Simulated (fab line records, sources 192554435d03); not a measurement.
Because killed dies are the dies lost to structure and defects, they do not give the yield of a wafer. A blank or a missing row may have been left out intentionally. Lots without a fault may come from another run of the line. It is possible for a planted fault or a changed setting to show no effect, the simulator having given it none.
fab line records	flow n5-finfet
record lots=5	wafers=15	last-day=18
route steps=1938 shown BEOL_M4@1090 BEOL_M5@1112
lots that met no fault: taken from a fault-free run of the same line
start-h: hours from the record's first day to the start of the lot's first wafer shown	wait-h: hours from the lot's prior step to this one	" identical to the entry in the row above	L1.1+2: one row covering several wafers at once	- no value present, or no start provided	* or withheld: withheld	< > ~ a bound
route shown NAME@n: names a module that has steps shown in the file, with the first one's number in the route	usual: the fault-free wafers' mean and standard deviation	same: alike in all rows	chamber/n: place in a boat	sites: readings site by site	_std_site: the values' standard deviation	_edge_site: the outer-site mean with the inner-site mean subtracted	radius-mm: how far each site lies from the wafer's centre	mask NAME#n: copy n	behind: the most recent tool/chamber to have shaped the wafer	hold: cause of the lot's hold/its duration in hours/its outcome	device: which transistor (n, p or np) failed to switch	end of line: the same wafers' tests at the end of the route	a step given without rows: its recipe and nothing more	killed: dies that structure and defects cost at the first sort, which is not the same as the wafer's yield	map: a wafer's dies, x killed, . not, _ none there
set.NAME: the setting as run; set.NAME@STEP: as run at that earlier step	model.NAME: the simulator's own value behind a step, which no gauge read
certain route steps with their lots: each step a table, each wafer a row
services: a tool's chamber out of use, with start hour (start-h, from the record's first day; less than 0 if before it), hours out, and reason
## steps
# step N5_BEOL_M4_SPUTTER_86
# recipe material=Cu	target-thk-a=45	temp-c=-20	chamber-pressure-pa=0.07	power-w=withheld	time-s=8.29
# usual throttle-valve-pct=30.3/0.65
lot.wafer	tool	chamber	start-h	wait-h	throttle-valve-pct
L075.2	pvd-sputter-03	-	167.10	0.1	31.8
L075.4	"	-	"	"	30.1
L075.6	"	-	"	"	31.7
L083.1	pvd-sputter-02	-	217.77	0.1	30.2
L083.3	"	-	"	"	29.6
L083.4	"	-	"	"	30.4
L085.3	pvd-sputter-02	-	234.02	0.1	30.3
L085.4	"	-	"	"	30.5
L085.6	"	-	"	"	30.1
L097.1	pvd-sputter-01	-	299.64	0.1	30.2
L097.4	"	-	"	"	30.0
L097.5	"	-	"	"	29.9
L096.1	pvd-sputter-02	-	301.04	0.1	29.9
L096.3	"	-	"	"	29.9
L096.5	"	-	"	"	30.0
# step N5_BEOL_M4_ANNEAL_87
# recipe temp-c=400	time-s=240	ambient=vacuum
# usual heater-power-w=825/100
lot.wafer	tool	chamber	start-h	wait-h	heater-power-w
L075.2	pvd-sputter-03	-	167.18	0.0	687
L075.4	"	-	"	"	824
L075.6	"	-	"	"	686
L083.1	pvd-sputter-02	-	217.85	0.0	968
L083.3	"	-	"	"	810
L083.4	"	-	"	"	717
L085.3	pvd-sputter-02	-	234.10	0.0	675
L085.4	"	-	"	"	971
L085.6	"	-	"	"	695
L097.1	pvd-sputter-01	-	299.72	0.0	810
L097.4	"	-	"	"	728
L097.5	"	-	"	"	712
L096.1	pvd-sputter-02	-	301.12	0.0	828
L096.3	"	-	"	"	703
L096.5	"	-	"	"	807
# step N5_BEOL_M4_SPUTTER_88
# recipe material=Cu	target-thk-a=45	temp-c=-20	chamber-pressure-pa=0.07	power-w=withheld	time-s=8.29
# usual throttle-valve-pct=30.3/0.65
lot.wafer	tool	chamber	start-h	wait-h	throttle-valve-pct
L075.2	pvd-sputter-03	-	167.32	0.1	31.7
L075.4	"	-	"	"	30.3
L075.6	"	-	"	"	31.6
L083.1	pvd-sputter-02	-	217.99	0.1	30.3
L083.3	"	-	"	"	30.0
L083.4	"	-	"	"	30.0
L085.3	pvd-sputter-02	-	234.24	0.1	30.2
L085.4	"	-	"	"	30.2
L085.6	"	-	"	"	30.3
L097.1	pvd-sputter-01	-	299.86	0.1	30.0
L097.4	"	-	"	"	29.7
L097.5	"	-	"	"	29.8
L096.1	pvd-sputter-02	-	301.26	0.1	29.8
L096.3	"	-	"	"	30.5
L096.5	"	-	"	"	30.0
# step N5_BEOL_M4_ANNEAL_89
# recipe temp-c=400	time-s=240	ambient=vacuum
# usual heater-power-w=823/100
lot.wafer	tool	chamber	start-h	wait-h	heater-power-w
L075.2	pvd-sputter-03	-	167.40	0.0	666
L075.4	"	-	"	"	800
L075.6	"	-	"	"	668
L083.1	pvd-sputter-02	-	218.07	0.0	986
L083.3	"	-	"	"	802
L083.4	"	-	"	"	708
L085.3	pvd-sputter-02	-	234.32	0.0	704
L085.4	"	-	"	"	972
L085.6	"	-	"	"	706
L097.1	pvd-sputter-01	-	299.94	0.0	805
L097.4	"	-	"	"	712
L097.5	"	-	"	"	721
L096.1	pvd-sputter-02	-	301.34	0.0	793
L096.3	"	-	"	"	681
L096.5	"	-	"	"	782
# step N5_BEOL_M4_SPUTTER_90
# recipe material=Cu	target-thk-a=45	temp-c=-20	chamber-pressure-pa=0.07	power-w=withheld	time-s=8.29
# usual throttle-valve-pct=30.3/0.66
lot.wafer	tool	chamber	start-h	wait-h	throttle-valve-pct
L075.2	pvd-sputter-03	-	167.54	0.1	31.7
L075.4	"	-	"	"	30.2
L075.6	"	-	"	"	31.7
L083.1	pvd-sputter-02	-	218.21	0.1	30.1
L083.3	"	-	"	"	29.9
L083.4	"	-	"	"	30.3
L085.3	pvd-sputter-02	-	234.46	0.1	30.0
L085.4	"	-	"	"	30.3
L085.6	"	-	"	"	30.2
L097.1	pvd-sputter-01	-	300.08	0.1	30.6
L097.4	"	-	"	"	29.8
L097.5	"	-	"	"	29.6
L096.1	pvd-sputter-02	-	301.48	0.1	29.7
L096.3	"	-	"	"	29.9
L096.5	"	-	"	"	29.9
# step N5_BEOL_M4_ANNEAL_91
# recipe temp-c=400	time-s=240	ambient=vacuum
# usual heater-power-w=822/100
lot.wafer	tool	chamber	start-h	wait-h	heater-power-w
L075.2	pvd-sputter-03	-	167.62	0.0	680
L075.4	"	-	"	"	811
L075.6	"	-	"	"	702
L083.1	pvd-sputter-02	-	218.29	0.0	974
L083.3	"	-	"	"	790
L083.4	"	-	"	"	688
L085.3	pvd-sputter-02	-	234.54	0.0	709
L085.4	"	-	"	"	970
L085.6	"	-	"	"	679
L097.1	pvd-sputter-01	-	300.16	0.0	801
L097.4	"	-	"	"	708
L097.5	"	-	"	"	710
L096.1	pvd-sputter-02	-	301.56	0.0	798
L096.3	"	-	"	"	704
L096.5	"	-	"	"	828
# step N5_BEOL_M4_SPUTTER_92
# recipe material=Cu	target-thk-a=45	temp-c=-20	chamber-pressure-pa=0.07	power-w=withheld	time-s=8.29
# usual throttle-valve-pct=30.3/0.67
lot.wafer	tool	chamber	start-h	wait-h	throttle-valve-pct
L075.2	pvd-sputter-03	-	167.76	0.1	31.5
L075.4	"	-	"	"	30.3
L075.6	"	-	"	"	31.5
L083.1	pvd-sputter-02	-	218.43	0.1	30.3
L083.3	"	-	"	"	29.6
L083.4	"	-	"	"	30.4
L085.3	pvd-sputter-02	-	234.68	0.1	30.2
L085.4	"	-	"	"	30.3
L085.6	"	-	"	"	30.5
L097.1	pvd-sputter-01	-	300.30	0.1	30.4
L097.4	"	-	"	"	29.9
L097.5	"	-	"	"	29.8
L096.1	pvd-sputter-02	-	301.70	0.1	29.7
L096.3	"	-	"	"	30.3
L096.5	"	-	"	"	29.8
# step N5_BEOL_M4_ANNEAL_93
# recipe temp-c=400	time-s=240	ambient=vacuum
# usual heater-power-w=824/100
lot.wafer	tool	chamber	start-h	wait-h	heater-power-w
L075.2	pvd-sputter-03	-	167.84	0.0	677
L075.4	"	-	"	"	822
L075.6	"	-	"	"	704
L083.1	pvd-sputter-02	-	218.51	0.0	994
L083.3	"	-	"	"	803
L083.4	"	-	"	"	687
L085.3	pvd-sputter-02	-	234.76	0.0	710
L085.4	"	-	"	"	984
L085.6	"	-	"	"	715
L097.1	pvd-sputter-01	-	300.38	0.0	799
L097.4	"	-	"	"	714
L097.5	"	-	"	"	700
L096.1	pvd-sputter-02	-	301.78	0.0	764
L096.3	"	-	"	"	710
L096.5	"	-	"	"	816
# step N5_BEOL_M4_SPUTTER_94
# recipe material=Cu	target-thk-a=45	temp-c=-20	chamber-pressure-pa=0.07	power-w=withheld	time-s=8.29
# usual throttle-valve-pct=30.3/0.65
lot.wafer	tool	chamber	start-h	wait-h	throttle-valve-pct
L075.2	pvd-sputter-03	-	167.98	0.1	31.7
L075.4	"	-	"	"	30.1
L075.6	"	-	"	"	31.5
L083.1	pvd-sputter-02	-	218.65	0.1	30.4
L083.3	"	-	"	"	30.0
L083.4	"	-	"	"	30.0
L085.3	pvd-sputter-02	-	234.90	0.1	30.5
L085.4	"	-	"	"	30.1
L085.6	"	-	"	"	30.2
L097.1	pvd-sputter-01	-	300.52	0.1	30.5
L097.4	"	-	"	"	29.7
L097.5	"	-	"	"	29.9
L096.1	pvd-sputter-02	-	301.92	0.1	29.7
L096.3	"	-	"	"	30.3
L096.5	"	-	"	"	30.0
# step N5_BEOL_M4_ANNEAL_95
# recipe temp-c=400	time-s=240	ambient=vacuum
# usual heater-power-w=825/110
lot.wafer	tool	chamber	start-h	wait-h	heater-power-w
L075.2	pvd-sputter-03	-	168.06	0.0	688
L075.4	"	-	"	"	831
L075.6	"	-	"	"	681
L083.1	pvd-sputter-02	-	218.73	0.0	958
L083.3	"	-	"	"	819
L083.4	"	-	"	"	728
L085.3	pvd-sputter-02	-	234.98	0.0	685
L085.4	"	-	"	"	994
L085.6	"	-	"	"	706
L097.1	pvd-sputter-01	-	300.60	0.0	824
L097.4	"	-	"	"	705
L097.5	"	-	"	"	721
L096.1	pvd-sputter-02	-	302.00	0.0	790
L096.3	"	-	"	"	716
L096.5	"	-	"	"	813
# step N5_BEOL_M4_SPUTTER_96
# recipe material=Cu	target-thk-a=45	temp-c=-20	chamber-pressure-pa=0.07	power-w=withheld	time-s=8.29
# usual throttle-valve-pct=30.2/0.67
lot.wafer	tool	chamber	start-h	wait-h	throttle-valve-pct
L075.2	pvd-sputter-03	-	168.20	0.1	31.7
L075.4	"	-	"	"	29.8
L075.6	"	-	"	"	31.5
L083.1	pvd-sputter-02	-	218.87	0.1	30.5
L083.3	"	-	"	"	29.7
L083.4	"	-	"	"	29.8
L085.3	pvd-sputter-02	-	235.12	0.1	30.2
L085.4	"	-	"	"	30.3
L085.6	"	-	"	"	30.0
L097.1	pvd-sputter-01	-	300.74	0.1	30.6
L097.4	"	-	"	"	29.9
L097.5	"	-	"	"	29.8
L096.1	pvd-sputter-02	-	302.14	0.1	29.8
L096.3	"	-	"	"	30.0
L096.5	"	-	"	"	29.8
# step N5_BEOL_M4_ECD_50
# recipe material=Cu	target-thk-a=3000
lot.wafer	tool	chamber	start-h	wait-h
L075.2+4+6	ecd-cu-01	0,1,1	168.31	0.1
L083.1+3+4	ecd-cu-01	0,1,0	218.99	0.1
L085.3+4+6	ecd-cu-02	1,0,1	235.28	0.1
L097.1+4+5	ecd-cu-02	1,1,0	300.86	0.1
L096.1+3+5	ecd-cu-02	0,1,1	302.26	0.1
# step N5_BEOL_M4_ANNEAL_51
# recipe temp-c=225	time-s=90	ambient=N2
# usual wafer_temp_C_max=225.69/0.2
lot.wafer	tool	chamber	start-h	wait-h	wafer_temp_C_max
L075.2	rtp-anneal-01	0	168.44	0.1	225.67
L075.4	"	0	"	"	225.50
L075.6	"	0	"	"	225.41
L083.1	rtp-anneal-01	0	219.07	0.1	225.47
L083.3	"	0	"	"	225.49
L083.4	"	0	"	"	225.80
L085.3	rtp-anneal-01	0	235.43	0.1	225.72
L085.4	"	0	"	"	225.51
L085.6	"	0	"	"	225.71
L097.1	rtp-anneal-01	0	300.94	0.1	225.43
L097.4	"	0	"	"	225.66
L097.5	"	0	"	"	225.59
L096.1	rtp-anneal-02	0	302.34	0.1	225.64
L096.3	"	0	"	"	225.64
L096.5	"	0	"	"	225.54
# step N5_BEOL_M4_CMP_52
# recipe stop-on=SiOC	t-overpolish-s=6.8	down-force-psi=1	platen-rpm=50	clearing-platen-down-force-psi=1.5	clearing-platen-rpm=50	post-cmp-clean=cu-alkaline	target-thk-nm=40	clearing-platen-pad-velocity-m-s=0.99484	pad-velocity-m-s=0.99484
# usual barrier-field-endpoint-s=24.4/0.68	motor-current-A=5.8/0.72	overpolish-run-s=6.800/0.0086	time-to-endpoint-s=61.1/3
lot.wafer	tool	chamber	start-h	wait-h	barrier-field-endpoint-s	motor-current-A	overpolish-run-s	time-to-endpoint-s
L075.2	cmp-02	0	168.73	0.2	23.6	5.4	6.802	57.7
L075.4	"	2	"	"	24.7	6.1	6.811	62.5
L075.6	"	0	"	"	25.1	5.2	6.813	60.8
L083.1	cmp-04	0	219.38	0.3	24.2	5.6	6.799	64.5
L083.4	"	2	"	"	25.1	6.7	6.819	63.9
L083.3	"	3	"	"	25.2	4.5	6.790	62.9
L085.4	cmp-02	0	235.63	0.1	23.4	5.2	6.813	57.2
L085.3	"	3	"	"	23.4	5.8	6.802	55.5
L085.6	"	1	"	"	24.2	6.3	6.806	58.6
L097.1	cmp-02	2	301.28	0.3	24.3	6.3	6.801	58.7
L097.4	"	3	"	"	23.7	6.1	6.787	61.1
L097.5	"	2	"	"	24.6	6.2	6.804	58.7
L096.1	cmp-04	2	302.64	0.3	24.0	6.3	6.789	60.5
L096.3	"	3	"	"	23.5	4.9	6.801	60.7
L096.5	"	2	"	"	23.9	6.4	6.781	62.8
# step N5_BEOL_M4_THK_MEAS_53
# recipe thk-meas-gauge=xrf	reads=Cu_of_BEOL_M4_ECD_50
# usual M4_THK=39.4/1.7
lot.wafer	tool	chamber	start-h	wait-h	M4_THK[nm]
L075.2	film-metro-01	-	168.99	-	37.3
L075.4	"	-	"	"	37.0
L075.6	"	-	"	"	39.0
L083.1	film-metro-02	-	219.67	-	41.5
L083.3	"	-	"	"	40.2
L083.4	"	-	"	"	40.9
L085.3	film-metro-01	-	235.93	-	38.0
L085.4	"	-	"	"	37.6
L085.6	"	-	"	"	37.9
L097.1	film-metro-02	-	301.53	-	39.0
L097.4	"	-	"	"	36.9
L097.5	"	-	"	"	36.7
L096.1	film-metro-02	-	302.93	-	40.9
L096.3	"	-	"	"	41.7
L096.5	"	-	"	"	41.2
# step N5_BEOL_M4_PRE_CLEAN_60
# recipe gas=NH3/H2	time-s=15	temp-c=*	rf-power-w=300
# usual heater-power-w=80/19
lot.wafer	tool	chamber	start-h	wait-h	heater-power-w
L075.2	cvd-co-01	2	169.02	0.0	84
L075.4	"	2	"	"	83
L075.6	"	1	"	"	73
L083.1	cvd-co-02	0	219.71	0.0	93
L083.3	"	2	"	"	105
L083.4	"	0	"	"	94
L085.3	cvd-co-01	1	235.97	0.0	72
L085.4	"	2	"	"	84
L085.6	"	1	"	"	72
L097.1	cvd-co-02	0	301.58	0.0	95
L097.4	"	1	"	"	59
L097.5	"	2	"	"	106
L096.1	cvd-co-02	1	302.97	0.0	58
L096.3	"	0	"	"	89
L096.5	"	2	"	"	106
# step N5_BEOL_M4_CO_CAP_55
# recipe material=Co	target-thk-a=20	temp-c=200	precursor=CCTBA/H2	pressure-torr=30	time-s=102.1
# usual heater-power-w=230/23
lot.wafer	tool	chamber	start-h	wait-h	heater-power-w
L075.2	cvd-co-01	2	169.06	0.0	238
L075.4	"	2	"	"	233
L075.6	"	1	"	"	224
L083.1	cvd-co-02	0	219.75	0.0	242
L083.3	"	2	"	"	263
L083.4	"	0	"	"	242
L085.3	cvd-co-01	1	236.01	0.0	220
L085.4	"	2	"	"	238
L085.6	"	1	"	"	216
L097.1	cvd-co-02	0	301.62	0.0	250
L097.4	"	1	"	"	198
L097.5	"	2	"	"	267
L096.1	cvd-co-02	1	303.01	0.0	206
L096.3	"	0	"	"	248
L096.5	"	2	"	"	258
# step N5_BEOL_M4_PRE_CLEAN_56
# recipe gas=NH3	time-s=15	temp-c=withheld	rf-power-w=300
lot.wafer	tool	chamber	start-h	wait-h
L075.2+4+6	pecvd-03	0,2,0	169.15	0.1
L083.1+3+4	pecvd-03	1,2,1	219.84	0.1
L085.3+4+6	pecvd-02	2,0,2	236.10	0.1
L097.1+4+5	pecvd-04	2,1,2	301.71	0.1
L096.1+3+5	pecvd-03	1,1,2	303.10	0.1
# step N5_BEOL_M4_DEP_57
# recipe material=SiCN	target-thk-a=80	temp-c=withheld	precursor=3MS/NH3	pressure-torr=3	rf-w=202	time-s=14
# usual showerhead-plenum-p-Torr=3.663/0.016	throttle-valve-pct=9.0/0.49
lot.wafer	tool	chamber	start-h	wait-h	showerhead-plenum-p-Torr	throttle-valve-pct
L075.2	pecvd-03	0	169.18	0.0	3.670	9.4
L075.4	"	2	"	"	3.671	8.6
L075.6	"	0	"	"	3.647	9.1
L083.1	pecvd-03	1	219.88	0.0	3.690	9.6
L083.3	"	2	"	"	3.660	8.5
L083.4	"	1	"	"	3.684	9.2
L085.3	pecvd-02	2	236.12	0.0	3.644	8.8
L085.4	"	0	"	"	3.665	8.7
L085.6	"	2	"	"	3.641	8.7
L097.1	pecvd-04	2	301.74	0.0	3.660	8.0
L097.4	"	1	"	"	3.675	9.2
L097.5	"	2	"	"	3.656	8.0
L096.1	pecvd-03	1	303.14	0.0	3.678	9.4
L096.3	"	1	"	"	3.684	9.8
L096.5	"	2	"	"	3.663	8.6
# step N5_BEOL_M4_RS_MEAS_58
# recipe thk-meas-gauge=four-point-probe	reads=Co_of_BEOL_M4_CO_CAP_55+Cu_of_BEOL_M4_ECD_50+Co_of_BEOL_M4_CVD_47+TaN_of_BEOL_M4_ALD_84
# usual M4_RS=0.68/0.037
lot.wafer	tool	chamber	start-h	wait-h	M4_RS[ohm/sq]
L075.2	film-metro-02	-	169.25	0.1	0.72
L075.4	"	-	"	"	0.73
L075.6	"	-	"	"	0.68
L083.1	film-metro-02	-	219.96	0.1	0.64
L083.3	"	-	"	"	0.67
L083.4	"	-	"	"	0.65
L085.3	film-metro-01	-	236.19	0.1	0.71
L085.4	"	-	"	"	0.72
L085.6	"	-	"	"	0.71
L097.1	film-metro-01	-	301.80	0.0	0.68
L097.4	"	-	"	"	0.73
L097.5	"	-	"	"	0.74
L096.1	film-metro-01	-	303.23	0.1	0.64
L096.3	"	-	"	"	0.63
L096.5	"	-	"	"	0.64
# step N5_BEOL_M4_INSPECT_59
# recipe inspect-instrument=darkfield	mode=post-dep
# usual raw-defect-count=69/22
lot.wafer	tool	chamber	start-h	wait-h	raw-defect-count
L075.2	defect-inspect-01	-	169.27	0.0	53
L075.4	"	-	"	"	75
L075.6	"	-	"	"	79
L083.1	defect-inspect-01	-	219.99	0.0	78
L083.3	"	-	"	"	84
L083.4	"	-	"	"	51
L085.3	defect-inspect-01	-	236.22	0.0	80
L085.4	"	-	"	"	115
L085.6	"	-	"	"	87
L097.1	defect-inspect-02	-	301.83	0.0	48
L097.4	"	-	"	"	50
L097.5	"	-	"	"	73
L096.1	defect-inspect-02	-	303.25	0.0	54
L096.3	"	-	"	"	76
L096.5	"	-	"	"	64
# step N5_BEOL_M4_RC_MEAS_101
# usual DIBL_N=36.0/1.6	DIBL_P=36.1/2	IOFF_N=0.160/0.029	IOFF_P=0.21/0.039	ION_N=675/13	ION_P=464/8.8	SS_N=71.5/0.58	SS_P=73.3/0.65	VT_N=250/3.3	VT_P=-249/3.6
lot.wafer	tool	chamber	start-h	wait-h	DIBL_N[mV/V]	DIBL_P[mV/V]	IOFF_N[nA/um]	IOFF_P[nA/um]	ION_N[uA/um]	ION_P[uA/um]	SS_N[mV/dec]	SS_P[mV/dec]	VT_N[mV]	VT_P[mV]
L075.2	prober-01	0	169.45	0.2	35.3	33.5	0.136	0.19	666	457	71.1	72.9	254	-250
L075.4	"	0	"	"	35.9	33.5	0.140	0.19	665	456	72.1	73.3	254	-250
L075.6	"	0	"	"	35.9	34.1	0.144	0.20	656	456	71.2	73.1	250	-250
L083.1	prober-02	0	220.01	0.0	36.2	34.9	0.161	0.21	669	460	71.2	73.3	250	-247
L083.3	"	0	"	"	38.6	37.5	0.207	0.25	681	456	72.4	73.8	246	-248
L083.4	"	0	"	"	39.3	39.8	0.235	0.27	705	476	72.2	74.7	241	-248
L085.3	prober-01	0	236.55	0.3	37.6	38.9	0.199	0.28	697	488	71.8	73.8	247	-243
L085.4	"	0	"	"	35.5	35.7	0.150	0.22	671	464	71.2	73.6	251	-246
L085.6	"	0	"	"	36.2	37.1	0.167	0.24	683	474	71.8	73.1	248	-245
L097.1	prober-01	0	301.85	0.0	37.7	37.7	0.188	0.25	670	463	72.1	73.4	248	-244
L097.4	"	0	"	"	36.6	37.8	0.174	0.26	666	471	72.0	73.7	248	-244
L097.5	"	0	"	"	35.3	35.9	0.151	0.22	675	465	70.9	72.9	249	-248
L096.1	prober-02	0	303.28	0.0	34.6	34.1	0.130	0.18	657	452	71.7	72.8	254	-251
L096.3	"	0	"	"	36.9	38.1	0.192	0.26	674	464	71.4	73.9	248	-246
L096.5	"	0	"	"	33.7	33.0	0.120	0.17	660	454	71.5	72.7	255	-252
# step N5_BEOL_M5_ILD_DEP_00
# recipe material=SiCOH_lowk	target-thk-a=1406.4	temp-c=300	precursor=DEMS/porogen	pressure-torr=5	rf-w=500	time-s=25.9
# usual heater-power-w=300/52	showerhead-plenum-p-Torr=5.734/0.016	throttle-valve-pct=14.1/0.71
lot.wafer	tool	chamber	start-h	wait-h	heater-power-w	showerhead-plenum-p-Torr	throttle-valve-pct
L075.2	pecvd-02	2	170.27	0.7	230	5.720	13.6
L075.4	"	0	"	"	302	5.750	13.3
L075.6	"	2	"	"	234	5.716	13.2
L083.1	pecvd-01	2	220.98	0.8	275	5.733	14.1
L083.3	"	0	"	"	283	5.735	15.1
L083.4	"	1	"	"	199	5.728	13.9
L085.3	pecvd-02	1	237.20	0.5	382	5.714	15.0
L085.4	"	0	"	"	298	5.754	13.6
L085.6	"	2	"	"	283	5.714	13.3
L097.1	pecvd-03	2	302.82	0.8	316	5.735	13.3
L097.4	"	1	"	"	348	5.746	14.3
L097.5	"	1	"	"	343	5.772	14.7
L096.1	pecvd-01	1	304.25	0.8	194	5.718	13.6
L096.3	"	0	"	"	273	5.747	14.8
L096.5	"	2	"	"	263	5.713	14.1
# step N5_BEOL_M5_CURE_79
# recipe temp-c=385	time-s=240	ambient=He/Ar	material=SiCOH_lowk
# usual lamp-power-pct=52.31/0.046	wafer_temp_C_max=386.9/0.76
lot.wafer	tool	chamber	start-h	wait-h	lamp-power-pct	wafer_temp_C_max
L075.2	uv-cure-03	1	170.41	0.1	52.30	386.1
L075.4	"	1	"	"	52.30	386.7
L075.6	"	1	"	"	52.26	386.7
L083.1	uv-cure-01	2	221.04	0.0	52.28	388.0
L083.3	"	2	"	"	52.33	387.0
L083.4	"	2	"	"	52.32	387.3
L085.3	uv-cure-02	0	237.42	0.2	52.31	386.5
L085.4	"	0	"	"	52.34	386.1
L085.6	"	0	"	"	52.38	386.2
L097.1	uv-cure-02	2	303.34	0.5	52.34	386.9
L097.4	"	2	"	"	52.31	386.4
L097.5	"	2	"	"	52.28	386.5
L096.1	uv-cure-02	0	304.31	0.0	52.37	386.7
L096.3	"	0	"	"	52.41	386.2
L096.5	"	0	"	"	52.34	386.5
# step N5_BEOL_M5_THK_MEAS_01
# recipe reads=SiCOH_lowk_of_BEOL_M5_ILD_DEP_00
# usual M5_ILD_THK=120.6/1.6
lot.wafer	tool	chamber	start-h	wait-h	M5_ILD_THK[nm]
L075.2	film-metro-02	-	170.84	0.4	121.0
L075.4	"	-	"	"	121.5
L075.6	"	-	"	"	122.6
L083.1	film-metro-02	-	221.56	0.4	119.7
L083.3	"	-	"	"	121.0
L083.4	"	-	"	"	121.0
L085.3	film-metro-01	-	237.78	0.3	121.3
L085.4	"	-	"	"	122.6
L085.6	"	-	"	"	122.8
L097.1	film-metro-02	-	303.85	0.4	117.7
L097.4	"	-	"	"	119.4
L097.5	"	-	"	"	117.7
L096.1	film-metro-02	-	304.82	0.4	117.8
L096.3	"	-	"	"	119.2
L096.5	"	-	"	"	121.0
# step N5_BEOL_M5_PECVD_70
# recipe material=SiO2	target-thk-a=160	temp-c=400	precursor=TEOS/O2	pressure-torr=5.5	rf-w=450	teos-flow-sccm=53.8	gas=O2	flow-sccm=3000	time-s=18
# usual heater-power-w=715/84	showerhead-plenum-p-Torr=8.77/0.067	throttle-valve-pct=22.6/1.2
lot.wafer	tool	chamber	start-h	wait-h	heater-power-w	showerhead-plenum-p-Torr	throttle-valve-pct
L075.2	pecvd-03	1	170.88	0.0	743	8.86	23.2
L075.4	"	0	"	"	777	8.77	23.2
L075.6	"	1	"	"	746	8.91	23.2
L083.1	pecvd-01	1	221.59	0.0	522	8.74	22.3
L083.3	"	2	"	"	669	8.70	22.1
L083.4	"	2	"	"	672	8.74	22.2
L085.3	pecvd-03	1	237.81	0.0	789	8.88	23.4
L085.4	"	2	"	"	802	8.77	20.9
L085.6	"	1	"	"	792	8.87	23.3
L097.1	pecvd-03	2	303.89	0.0	846	8.77	21.4
L097.4	"	2	"	"	815	8.82	21.4
L097.5	"	1	"	"	672	8.88	23.0
L096.1	pecvd-02	0	304.86	0.0	672	8.81	21.7
L096.3	"	1	"	"	807	8.65	24.6
L096.5	"	0	"	"	679	8.83	21.5
## services
tool	chamber	start-h	hours	kind
uv-cure-02	-	146.21	4.4	repair
pvd-sputter-03	-	149.66	0.9	repair
cvd-co-01	1	151.35	13.2	repair
ecd-cu-02	-	153.79	1.4	repair
cmp-04	-	159.73	1.9	repair
uv-cure-03	-	161.20	2.8	pm
cvd-co-02	1	181.35	6.2	repair
pecvd-03	1	181.93	7.5	repair
cvd-co-02	-	186.63	0.6	repair
cmp-02	-	199.17	2.7	repair
cvd-co-01	1	207.09	17.2	repair
ecd-cu-01	-	219.68	0.6	repair
pecvd-02	-	226.68	1.2	repair
pecvd-04	-	229.27	2.6	repair
ecd-cu-01	-	231.28	7.0	pm
cmp-04	-	233.51	0.4	repair
cmp-04	-	239.57	4.0	pm
cmp-02	-	243.57	6.4	pm
pecvd-04	1	255.80	14.1	repair
uv-cure-02	-	257.76	1.6	repair
pvd-sputter-01	-	265.37	5.6	repair
cmp-04	-	265.77	0.9	repair
cmp-02	-	280.02	0.6	repair
pecvd-03	0	300.29	4.7	repair
## key
fault none
